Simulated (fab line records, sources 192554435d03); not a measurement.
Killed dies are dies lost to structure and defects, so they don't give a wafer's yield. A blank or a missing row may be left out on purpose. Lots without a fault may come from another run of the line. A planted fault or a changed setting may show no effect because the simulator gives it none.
A struck lot beside a sound one | flow n5_finfet | 19 steps out of a route of 1938
Sound: wafers L673.2, L673.3, L673.5. Struck: wafers L676.1, L676.3, L676.5. The cause comes at the end.
At each step with rows: each side's tool, then ch and its chambers, then its first start. Under that, the readings that differ: sound wafers | struck wafers | difference of the means | sigmas: that difference in standard deviations of wafers without a fault.
alike: readings whose means differ by less than 2 such deviations, and words and numbers that are the same on both sides. not compared: withheld readings, readings that some wafer has no value for, bounds like >300 that may hide the same value, and numbers for which the record gives no deviation and whose values overlap.
The two part at a step that has a row with sigmas, a row that says differs or no value, or rows on one side only. Numbers that don't overlap but have no deviation are shown without sigmas and don't part them. A reading that every wafer of one side lacks parts them only if that side has two wafers or more.

first, 9 steps without rows for these wafers: N5_BEOL_M13_DESCUM_15 (chemistry O2, time 7.9 s); N5_BEOL_M13_ETCH_59 (etches BARC in N2/H2, target depth 89 nm, overetch 26.7 nm, time 67.9 s); N5_BEOL_M13_VIA_ETCH_16 (etches SiOC in C4F8/O2/Ar, target depth 921.7 nm); N5_BEOL_M13_STRIP_63 (strips in N2/H2); N5_BEOL_M13_STRIP_64 (strips in N2/H2); N5_BEOL_M13_STRIP_71 (strips in post etch residue remover, time 60 s); N5_BEOL_M13_SRD_72 (time 30 s, dry time 30 s); N5_BEOL_M13_COAT_65 (time 60 s, resist thk 350 nm); N5_BEOL_M13_COAT_66 (time 60 s, resist thk 110 nm).
N5_BEOL_M13_COAT_22: resist thk 300 nm.
  sound on litho_track-05 ch 0, day 14 04:50; struck on litho_track-03 ch 0, day 14 11:51
  reading                                    | sound                | struck               | difference | sigmas
  spin_speed_rpm (rpm)                       | 2890.2 2888.4 2887.2 | 3294.9 3294.9 3295.0 | +406.3     | +99 or more
  model.coat_of_BEOL_M13_COAT_22.thk_nm (nm) | 299.6 300.4 299.8    | 282.2 281.6 281.4    | -18.2      |
then, 7 steps without rows for these wafers: N5_BEOL_M13_EBR_24; N5_BEOL_M13_SOFTBAKE_23 (time 60 s); N5_BEOL_M13_EXPOSE_25 (exposes mask M13, target cd 210 nm); N5_BEOL_M13_PEB_26 (peb time 90 s); N5_BEOL_M13_DEVELOP_27 (develop time 45 s); N5_BEOL_M13_HARDBAKE_32 (time 120 s); N5_BEOL_M13_DESCUM_33 (chemistry O2, time 7.9 s).
N5_BEOL_M13_ETCH_67: etches SiARC in CF4, target depth 143 nm, time 238.3 s.
  sound on rie_diel-01 ch 1,2, day 14 05:22; struck on rie_diel-05 ch 0,2, day 14 12:23
  reading                                    | sound           | struck        | difference | sigmas
  model.coat_of_BEOL_M13_COAT_22.thk_nm (nm) | 211 211.8 211.2 | 193.4 193 193 | -18.2      |
  alike: cf4_flow_sccm, drypump_motor_current_A, etch_rf_on_time_s, oes_product_au, rf_fwd_power_W, rf_vpp_V, showerhead_plenum_p_Torr, throttle_valve_pct
  not compared: rf_hours_counter_h
then, 1 step without rows for these wafers: N5_BEOL_M13_ETCH_68 (etches SOC in N2/H2, time 355 s).

WHERE THEY PART
Only at N5_BEOL_M13_COAT_22, within this record. Later steps at which nothing parts them and some readings are alike: N5_BEOL_M13_ETCH_67.

WHY: what the simulator had put in
Process parameter drift: litho_track-03, from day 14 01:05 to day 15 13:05, at N5_BEOL_M13_COAT_22. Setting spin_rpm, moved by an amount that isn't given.
